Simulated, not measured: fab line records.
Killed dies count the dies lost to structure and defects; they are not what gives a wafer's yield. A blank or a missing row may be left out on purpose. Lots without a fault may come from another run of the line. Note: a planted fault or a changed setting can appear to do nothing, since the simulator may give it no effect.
Chamber matching	flow n5_finfet	rie_diel-02 running N5_BEOL_M13_ETCH_38: 4 sister chambers
The step etches SiCN in CF4/N2, target depth 67.5 nm, time 71.9 s. 4 wafers are shown with their chamber, then 10 later ones without.

WAFERS, EACH WITH ITS CHAMBER
wafer	chamber	showerhead_plenum_p_Torr (Torr)
L089.1	1	2.03
L090.1	0	2.20
L093.1	2	2.15
L093.3	3	2.24

WAFERS WHOSE CHAMBER IS MISSING
wafer	showerhead_plenum_p_Torr (Torr)
L093.4	2.03
L094.1	2.15
L094.5	2.20
L094.6	2.03
L092.1	2.03
L092.2	2.24
L092.4	2.15
L097.1	2.24
L097.3	2.15
L097.5	2.02

EACH ONE'S CHAMBER
wafer	from the rows above	in truth
L093.4	1	1
L094.1	2	2
L094.5	0	0
L094.6	1	1
L092.1	1	1
L092.2	3	3
L092.4	2	2
L097.1	3	3
L097.3	2	2
L097.5	1	1
Placed correctly: 10 of 10. Left unplaced by these rows: 0. 0 placed wrongly.
How it was worked out, from the rows above alone: a wafer's distance from a chamber is the root of the sum, over the readings, of the square of ((its reading less the chamber's mean) divided by the reading's scatter). The wafer belongs to the nearest chamber; if the next one is less than 2 further off, it can't be placed. For every chamber, the mean is computed from those of its wafers that are shown. The scatter: root of mean squared gap, hidden wafer to nearest shown wafer, with one shown wafer a chamber.
